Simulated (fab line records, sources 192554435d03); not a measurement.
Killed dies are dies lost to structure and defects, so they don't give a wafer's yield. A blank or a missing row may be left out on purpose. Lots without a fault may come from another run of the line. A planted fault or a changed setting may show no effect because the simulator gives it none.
fab line records | flow n5_finfet | part 1 of 2: steps 1 to 7 of 8
record lots=12 wafers=36 last_day=17
route steps=1938 shown BEOL_M9@1421 BEOL_M15@1830
lots that met no fault: from a run of the same line without faults
start_h: hours from the record's first day to the start of the lot's first wafer shown | wait_h: hours since the lot's step before | " the same as in the row above | L1.1+2: a row that stands for several wafers | - no value, or no start given | * or withheld: withheld | < > ~ a bound
route shown NAME@n: a module of which the file shows steps, and the number in the route of the first | usual: mean/standard deviation of fault-free wafers | same: alike in all rows | chamber/n: place in a boat | sites: the reading at each site | _std_site: their standard deviation | _edge_site: outer sites' mean less inner sites' | radius_mm: how far each site lies from the wafer's centre | mask NAME#n: copy n | behind: the tool/chamber that last shaped the wafer | hold: why the lot was held/for how many hours/how that ended | device: the transistor (n, p or np) that didn't switch | end of line: the same wafers' tests at the end of the route | a step without rows: its recipe alone | killed: dies lost to structure and defects at the first sort, not the wafer's yield | map: a wafer's dies, x killed, . not, _ none there
set.NAME: the setting as run; set.NAME@STEP: as run at that earlier step | model.NAME: the simulator's own value behind a step, which no gauge read
steps of the route over a sample of lots; a table a step, a row a wafer
services: from which hour (start_h, from the record's first day; less than 0 if before it) a tool's chamber was out of use, for how many hours, and why
## steps
# step N5_BEOL_M9_STRIP_67
# recipe chemistry=CF4 resist=SiARC power_w=300 bias_power_w=75 pressure_mtorr=50 cf4_flow_sccm=150 rf_frequency_hz=6e+07
# usual drypump_motor_current_A=5.7/0.51 oes_product_au=0.77/0.095 rf_vpp_V=271.1/1.4 showerhead_plenum_p_Torr=1.80/0.055 throttle_valve_pct=13.7/0.32
# columns lot.wafer tool chamber start_h wait_h drypump_motor_current_A oes_product_au rf_hours_counter_h rf_vpp_V showerhead_plenum_p_Torr throttle_valve_pct
L676.1 rie_diel-05 2 227.38 0.0 5.5 0.95 1 270.5 1.77 13.2
L676.3 " 0 " " 5.4 0.69 228 269.3 1.77 13.8
L676.5 " 0 " " 5.4 0.69 - 270.5 1.77 13.8
L675.3 rie_diel-02 1 248.04 0.0 5.9 0.90 29 272.6 1.91 13.2
L675.5 " 0 " " 6.0 0.70 - 271.4 1.77 14.1
L675.6 " 1 " " 5.9 0.91 - 273.7 1.91 13.2
L678.1 rie_diel-05 0 248.78 0.0 5.4 0.68 233 270.2 1.77 13.8
L678.4 " 1 " " 6.6 0.69 227 270.5 1.78 14.0
L678.5 " 2 " " 5.5 0.93 - 271.5 1.77 13.2
L677.1 rie_diel-02 2 257.15 0.0 5.6 0.73 158 270.9 1.79 13.5
L677.5 " 2 " " 5.6 0.74 - 270.7 1.79 13.5
L677.6 " 3 " " 4.7 0.72 - 269.4 1.78 13.9
L679.2 rie_diel-05 3 276.97 0.0 5.6 0.70 226 270.0 1.77 14.2
L679.4 " 0 " " 5.4 0.68 242 270.1 1.77 13.9
L679.6 " 2 " " 5.5 0.90 - 270.0 1.76 13.1
L681.1 rie_diel-02 0 280.46 0.0 6.0 0.70 243 269.0 1.77 14.1
L681.2 " 1 " " 5.9 0.89 37 274.1 1.90 13.3
L681.5 " 2 " " 5.6 0.73 - 270.7 1.79 13.5
L680.1 rie_diel-02 3 281.73 0.0 4.8 0.72 216 270.4 1.78 13.9
L680.2 " 2 " " 5.6 0.73 165 272.2 1.79 13.5
L680.5 " 1 " " 5.9 0.88 - 273.3 1.90 13.2
L684.1 rie_diel-04 2 294.88 0.0 5.5 0.74 203 271.2 1.86 13.8
L684.4 " 1 " " 6.6 0.74 197 269.1 1.72 13.8
L684.5 " 3 " " 5.6 0.91 - 272.7 1.90 13.5
L682.2 rie_diel-02 2 295.16 0.0 5.6 0.73 168 271.8 1.79 13.5
L682.4 " 3 " " 4.7 0.72 220 269.7 1.77 13.9
L682.5 " 1 " " 5.9 0.88 - 273.4 1.90 13.3
L690.1 rie_diel-05 2 318.42 0.0 5.5 0.87 29 270.6 1.76 13.2
L690.4 " 0 " " 5.4 0.66 - 270.0 1.77 13.9
L690.5 " 0 " " 5.4 0.67 - 270.6 1.77 13.9
L689.1 rie_diel-04 1 325.84 0.0 6.6 0.73 207 270.4 1.72 13.8
L689.4 " 0 " " 6.1 0.69 225 270.1 1.77 13.9
L689.6 " 3 " " 5.7 0.91 - 273.4 1.90 13.5
L691.1 rie_diel-05 2 339.86 0.0 5.5 0.85 39 270.8 1.76 13.2
L691.4 " 2 " " 5.5 0.85 - 270.4 1.76 13.2
L691.5 " 1 " " 6.7 0.67 - 271.2 1.77 14.0
# step N5_BEOL_M9_VIA_ETCH_34
# recipe chemistry=C4F6/O2 target=SiCOH_lowk target_depth_a=1824 mask_material=SOC taper_deg=4 time_s=68.4 ion_energy_ev=250 pressure_mtorr=30 source_w=345 bias_w=185 Ar_flow_sccm=300 C4F6_flow_sccm=10 O2_flow_sccm=10
# usual drypump_motor_current_A=5.7/0.53 oes_product_au=0.77/0.1 rf_vpp_V=667/7.5 run_length_s=92.0/0.45 showerhead_plenum_p_Torr=2.84/0.085 throttle_valve_pct=20.96/0.26 time_s=68.4/0
# columns lot.wafer tool chamber start_h wait_h drypump_motor_current_A oes_product_au rf_hours_counter_h rf_vpp_V run_length_s showerhead_plenum_p_Torr throttle_valve_pct time_s
L676.1 rie_diel-02 0 229.92 0.0 6.0 0.70 228 665 91.6 2.81 21.33 68.4
L676.3 " 2 " " 5.7 0.74 150 677 92.4 2.85 20.67 68.4
L676.5 " 2 " " 5.6 0.74 - 676 93.0 2.85 20.69 68.4
L675.3 rie_diel-05 2 249.81 0.0 5.5 0.94 7 659 92.3 2.79 20.51 68.4
L675.5 " 1 " " 6.7 0.69 - 674 92.2 2.81 21.13 68.4
L675.6 " 0 " " 5.4 0.68 - 670 91.8 2.80 21.02 68.4
L678.1 rie_diel-04 3 250.02 0.0 5.6 0.96 7 677 92.4 3.03 20.94 68.4
L678.4 " 1 " " 6.6 0.74 184 652 91.6 2.72 21.06 68.4
L678.5 " 1 " " 6.6 0.74 - 651 91.5 2.72 21.07 68.4
L677.1 rie_diel-04 2 258.51 0.0 5.5 0.74 192 671 92.0 2.94 20.94 68.4
L677.5 " 2 " " 5.5 0.73 - 672 91.9 2.94 20.95 68.4
L677.6 " 3 " " 5.7 0.95 - 675 91.6 3.03 20.94 68.4
L679.2 rie_diel-05 2 279.25 0.0 5.5 0.91 15 658 92.6 2.79 20.56 68.4
L679.4 " 3 " " 5.6 0.69 227 673 92.2 2.80 21.41 68.4
L679.6 " 0 " " 5.4 0.67 - 670 92.3 2.80 21.04 68.4
L681.1 rie_diel-04 2 284.16 0.0 5.5 0.73 199 672 91.8 2.93 20.96 68.4
L681.2 " 3 " " 5.7 0.94 17 675 91.6 3.03 20.97 68.4
L681.5 " 3 " " 5.6 0.94 - 674 92.0 3.03 20.98 68.4
L680.1 rie_diel-05 3 284.21 0.0 5.6 0.69 229 674 92.2 2.80 21.41 68.4
L680.2 " 0 " " 5.4 0.68 244 671 91.9 2.80 21.06 68.4
L680.5 " 1 " " 6.7 0.69 - 674 92.0 2.80 21.16 68.4
L684.1 rie_diel-04 3 295.87 0.0 5.7 0.93 21 675 92.2 3.02 20.98 68.4
L684.4 " 0 " " 6.1 0.69 217 664 92.1 2.83 21.14 68.4
L684.5 " 2 " " 5.5 0.73 - 672 92.0 2.93 20.98 68.4
L682.2 rie_diel-04 0 296.63 0.0 6.1 0.70 217 665 91.7 2.83 21.16 68.4
L682.4 " 1 " " 6.6 0.73 198 652 91.2 2.72 21.11 68.4
L682.5 " 1 " " 6.6 0.73 - 652 91.8 2.72 21.09 68.4
L690.1 rie_diel-05 0 319.58 0.0 5.4 0.67 253 670 91.7 2.79 21.06 68.4
L690.4 " 2 " " 5.5 0.88 - 657 92.3 2.78 20.53 68.4
L690.5 " 0 " " 5.4 0.66 - 669 91.8 2.79 21.05 68.4
L689.1 rie_diel-02 3 326.91 0.0 4.8 0.70 231 660 91.9 2.82 21.25 68.4
L689.4 " 1 " " 5.9 0.86 55 671 90.8 3.01 20.63 68.4
L689.6 " 2 " " 5.6 0.72 - 677 92.5 2.83 20.72 68.4
L691.1 rie_diel-05 2 341.85 0.0 5.5 0.85 40 657 92.3 2.78 20.55 68.4
L691.4 " 2 " " 5.5 0.85 - 658 92.6 2.78 20.54 68.4
L691.5 " 1 " " 6.7 0.67 - 673 92.2 2.79 21.18 68.4
# step N5_BEOL_M9_TRENCH_ETCH_37
# recipe chemistry=C4F6/O2 target_depth_a=1514.3 target=SiCOH_lowk time_s=49 ion_energy_ev=250 pressure_mtorr=30 source_w=345 bias_w=185 Ar_flow_sccm=300 C4F6_flow_sccm=10 O2_flow_sccm=10
# usual drypump_motor_current_A=5.7/0.53 oes_product_au=0.77/0.1 rf_vpp_V=667/7.5 run_length_s=72.6/0.46 showerhead_plenum_p_Torr=2.84/0.085 throttle_valve_pct=20.98/0.26 time_s=49/0
# columns lot.wafer tool chamber start_h wait_h drypump_motor_current_A oes_product_au rf_hours_counter_h rf_vpp_V run_length_s showerhead_plenum_p_Torr throttle_valve_pct time_s
L676.1 rie_diel-02 0 230.02 - 6.0 0.69 228 663 72.3 2.81 21.35 49
L676.3 " 2 " " 5.6 0.74 150 677 73.0 2.85 20.69 49
L676.5 " 2 " " 5.6 0.74 - 675 73.5 2.85 20.70 49
L675.3 rie_diel-05 2 249.91 - 5.5 0.93 7 658 73.3 2.79 20.52 49
L675.5 " 1 " " 6.7 0.70 - 673 72.9 2.81 21.19 49
L675.6 " 0 " " 5.4 0.68 - 671 72.3 2.80 21.07 49
L678.1 rie_diel-04 3 250.12 - 5.7 0.97 7 676 72.5 3.03 20.97 49
L678.4 " 1 " " 6.6 0.75 184 651 71.8 2.72 21.10 49
L678.5 " 1 " " 6.6 0.75 - 652 71.8 2.72 21.11 49
L677.1 rie_diel-04 2 258.61 - 5.5 0.74 192 674 72.6 2.94 20.99 49
L677.5 " 2 " " 5.5 0.74 - 673 72.6 2.94 20.97 49
L677.6 " 3 " " 5.7 0.96 - 675 72.2 3.03 20.98 49
L679.2 rie_diel-05 2 279.35 - 5.5 0.91 15 658 73.1 2.79 20.55 49
L679.4 " 3 " " 5.6 0.69 227 673 72.9 2.80 21.43 49
L679.6 " 0 " " 5.4 0.67 - 670 72.6 2.80 21.07 49
L681.1 rie_diel-04 2 284.26 - 5.5 0.73 199 672 72.6 2.93 20.99 49
L681.2 " 3 " " 5.6 0.94 17 674 72.4 3.02 20.99 49
L681.5 " 3 " " 5.7 0.94 - 675 72.3 3.02 20.99 49
L680.1 rie_diel-05 3 284.31 - 5.6 0.68 229 674 73.0 2.80 21.44 49
L680.2 " 0 " " 5.4 0.67 244 671 72.5 2.80 21.07 49
L680.5 " 1 " " 6.7 0.68 - 674 72.5 2.80 21.20 49
L684.1 rie_diel-04 3 295.97 - 5.6 0.92 21 675 72.4 3.02 21.00 49
L684.4 " 0 " " 6.1 0.69 217 666 72.4 2.83 21.17 49
L684.5 " 2 " " 5.5 0.74 - 672 72.8 2.93 20.99 49
L682.2 rie_diel-04 0 296.73 - 6.1 0.69 217 667 72.6 2.83 21.16 49
L682.4 " 1 " " 6.6 0.73 198 651 72.1 2.72 21.13 49
L682.5 " 1 " " 6.6 0.73 - 651 71.9 2.72 21.13 49
L690.1 rie_diel-05 0 319.73 - 5.4 0.67 253 671 60.4 2.79 21.10 34.3
L690.4 " 2 " " 5.5 0.88 - 660 61.7 2.78 20.57 34.3
L690.5 " 0 " " 5.4 0.66 - 669 60.6 2.79 21.09 34.3
L689.1 rie_diel-02 3 327.02 - 4.7 0.70 231 661 61.4 2.82 21.27 34.3
L689.4 " 1 " " 5.9 0.87 55 672 60.6 3.01 20.65 34.3
L689.6 " 2 " " 5.6 0.72 - 676 61.8 2.83 20.74 34.3
L691.1 rie_diel-05 2 342.00 - 5.5 0.86 40 659 62.0 2.78 20.58 34.3
L691.4 " 2 " " 5.5 0.86 - 659 61.5 2.78 20.58 34.3
L691.5 " 1 " " 6.7 0.68 - 674 61.2 2.79 21.21 34.3
# step N5_BEOL_M9_OCD_MEAS_38
# usual trench_depth_nm=151.3/2.1
# columns lot.wafer tool chamber start_h wait_h trench_depth_nm
L676.1 ocd-01 - 230.20 - 149.3
L676.3 " - " " 151.3
L676.5 " - " " 151.6
L675.3 ocd-02 - 250.09 - 153.0
L675.5 " - " " 154.3
L675.6 " - " " 149.5
L678.1 ocd-02 - 250.29 - 154.8
L678.4 " - " " 152.7
L678.5 " - " " 152.9
L677.1 ocd-02 - 258.78 - 151.4
L677.5 " - " " 151.8
L677.6 " - " " 153.5
L679.2 ocd-02 - 279.52 - 155.1
L679.4 " - " " 147.8
L679.6 " - " " 150.2
L681.1 ocd-02 - 284.44 - 150.1
L681.2 " - " " 152.8
L681.5 " - " " 153.1
L680.1 ocd-01 - 284.48 - 145.4
L680.2 " - " " 149.3
L680.5 " - " " 152.1
L684.1 ocd-02 - 296.15 - 152.8
L684.4 " - " " 148.5
L684.5 " - " " 151.3
L682.2 ocd-01 - 296.91 - 148.8
L682.4 " - " " 150.8
L682.5 " - " " 150.8
L690.1 ocd-01 - 319.98 - 105.8
L690.4 " - " " 107.7
L690.5 " - " " 105.0
L689.1 ocd-02 - 327.19 - 105.9
L689.4 " - " " 107.4
L689.6 " - " " 104.9
L691.1 ocd-01 - 342.24 - 107.5
L691.4 " - " " 107.7
L691.5 " - " " 107.5
# step N5_BEOL_M9_PRE_CLEAN_45
# recipe gas=H2/He time_s=30 temp_c=250
# usual heater_power_w=313/29
# columns lot.wafer tool chamber start_h wait_h heater_power_w
L676.1 pvd_sputter-02 - 231.19 0.0 313
L676.3 " - " " 364
L676.5 " - " " 305
L678.1 pvd_sputter-01 - 250.93 0.0 252
L678.4 " - " " 314
L678.5 " - " " 308
L675.3 pvd_sputter-01 - 251.09 0.0 254
L675.5 " - " " 296
L675.6 " - " " 284
L677.1 pvd_sputter-01 - 259.83 0.0 255
L677.5 " - " " 258
L677.6 " - " " 299
L679.2 pvd_sputter-02 - 280.58 0.0 355
L679.4 " - " " 337
L679.6 " - " " 319
L681.1 pvd_sputter-01 - 285.15 0.0 256
L681.2 " - " " 293
L681.5 " - " " 293
L680.1 pvd_sputter-01 - 285.23 0.0 246
L680.2 " - " " 288
L680.5 " - " " 289
L684.1 pvd_sputter-02 - 296.71 0.0 301
L684.4 " - " " 323
L684.5 " - " " 367
L682.2 pvd_sputter-02 - 299.01 0.0 371
L682.4 " - " " 299
L682.5 " - " " 339
L690.1 pvd_sputter-03 - 320.76 0.0 335
L690.4 " - " " 343
L690.5 " - " " 295
L689.1 pvd_sputter-02 - 328.00 0.0 317
L689.4 " - " " 307
L689.6 " - " " 365
L691.1 pvd_sputter-03 - 344.24 0.0 328
L691.4 " - " " 299
L691.5 " - " " 346
# step N5_BEOL_M9_THK_MEAS_53
# recipe thk_meas_gauge=xrf reads=Cu_of_BEOL_M9_ECD_50
# usual M9_THK=142.1/2.5
# columns lot.wafer tool chamber start_h wait_h M9_THK[nm]
L676.1 film_metro-02 - 233.57 - 139.6
L676.3 " - " " 140.1
L676.5 " - " " 140.9
L678.1 film_metro-02 - 252.37 - 145.3
L678.4 " - " " 144.6
L678.5 " - " " 144.3
L675.3 film_metro-02 - 252.77 - 144.6
L675.5 " - " " 145.7
L675.6 " - " " 141.2
L677.1 film_metro-02 - 261.47 - 142.7
L677.5 " - " " 141.1
L677.6 " - " " 145.2
L679.2 film_metro-02 - 282.26 - 145.8
L679.4 " - " " 139.0
L679.6 " - " " 143.6
L681.1 film_metro-02 - 286.53 - 141.5
L681.2 " - " " 144.8
L681.5 " - " " 144.0
L680.1 film_metro-01 - 286.71 - 136.0
L680.2 " - " " 140.5
L680.5 " - " " 143.7
L684.1 film_metro-01 - 299.60 - 144.7
L684.4 " - " " 142.4
L684.5 " - " " 143.5
L682.2 film_metro-01 - 300.41 - 140.5
L682.4 " - " " 141.4
L682.5 " - " " 143.1
L690.1 film_metro-02 - 323.57 - 96.4
L690.4 " - " " 97.6
L690.5 " - " " 94.5
L689.1 film_metro-02 - 330.00 - 94.1
L689.4 " - " " 97.8
L689.6 " - " " 94.8
L691.1 film_metro-02 - 345.62 - 98.8
L691.4 " - " " 97.5
L691.5 " - " " 96.5
# step N5_BEOL_M9_RS_MEAS_57
# recipe thk_meas_gauge=four-point-probe reads=Cu_of_BEOL_M9_ECD_50+Co_of_BEOL_M9_CVD_78+TaN_of_BEOL_M9_ALD_74
# usual M9_RS=0.1503/0.0026
# columns lot.wafer tool chamber start_h wait_h M9_RS[ohm/sq]
L676.1 film_metro-02 - 233.70 0.1 0.1526
L676.3 " - " " 0.1514
L676.5 " - " " 0.1514
L678.1 film_metro-01 - 252.50 0.1 0.1471
L678.4 " - " " 0.1478
L678.5 " - " " 0.1480
L675.3 film_metro-02 - 252.91 0.1 0.1490
L675.5 " - " " 0.1469
L675.6 " - " " 0.1521
L677.1 film_metro-01 - 261.61 0.1 0.1508
L677.5 " - " " 0.1522
L677.6 " - " " 0.1479
L679.2 film_metro-01 - 282.39 0.1 0.1460
L679.4 " - " " 0.1549
L679.6 " - " " 0.1486
L681.1 film_metro-02 - 286.67 0.1 0.1515
L681.2 " - " " 0.1481
L681.5 " - " " 0.1477
L680.1 film_metro-02 - 286.84 0.1 0.1582
L680.2 " - " " 0.1524
L680.5 " - " " 0.1485
L684.1 film_metro-01 - 299.74 0.1 0.1486
L684.4 " - " " 0.1510
L684.5 " - " " 0.1506
L682.2 film_metro-02 - 300.55 0.1 0.1531
L682.4 " - " " 0.1514
L682.5 " - " " 0.1499
L690.1 film_metro-02 - 323.70 0.1 0.2296
L690.4 " - " " 0.2271
L690.5 " - " " 0.2350
L689.1 film_metro-01 - 330.14 0.1 0.2367
L689.4 " - " " 0.2273
L689.6 " - " " 0.2358
L691.1 film_metro-02 - 345.75 0.1 0.2266
L691.4 " - " " 0.2291
L691.5 " - " " 0.2317
## key
first_sign step=N5_BEOL_M9_TRENCH_ETCH_37 reading=time_s direction=down sigmas=99+ usual=* struck=*
effect step=N5_BEOL_M9_TRENCH_ETCH_37 reading=run_length_s direction=down sigmas=24 usual=* struck=*
effect step=N5_BEOL_M9_OCD_MEAS_38 reading=trench_depth_nm direction=down sigmas=22 usual=151.3 struck=106.6
effect step=N5_BEOL_M9_THK_MEAS_53 reading=M9_THK direction=down sigmas=19 usual=142.1 struck=96.4
effect step=N5_BEOL_M9_RS_MEAS_57 reading=M9_RS direction=up sigmas=31 usual=0.1503 struck=0.2310
effect step=N5_BEOL_M15_RC_MEAS_101 reading=SERP_M9 direction=up sigmas=24 usual=3.06 struck=4.71
met_at N5_BEOL_M9_TRENCH_ETCH_37
struck_lots L689,L690,L691
sort_left_out L689.1,L689.4,L689.6,L690.1,L690.4,L690.5,L691.1,L691.4,L691.5
not_acting_at N5_BEOL_M9_STRIP_67,N5_BEOL_M9_VIA_ETCH_34,N5_BEOL_M9_PRE_CLEAN_45
onset_between 284.31 319.73
fault kind=recipe_version_skew tool=rie_diel-02,rie_diel-04,rie_diel-05 chamber=- onset_h=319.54 steps=N5_BEOL_M9_TRENCH_ETCH_37 wrong_recipe.time_s=*
# sort_left_out: the simulated sort isn't trusted on such a fault, so these wafers' sort isn't shown, and their yield isn't known
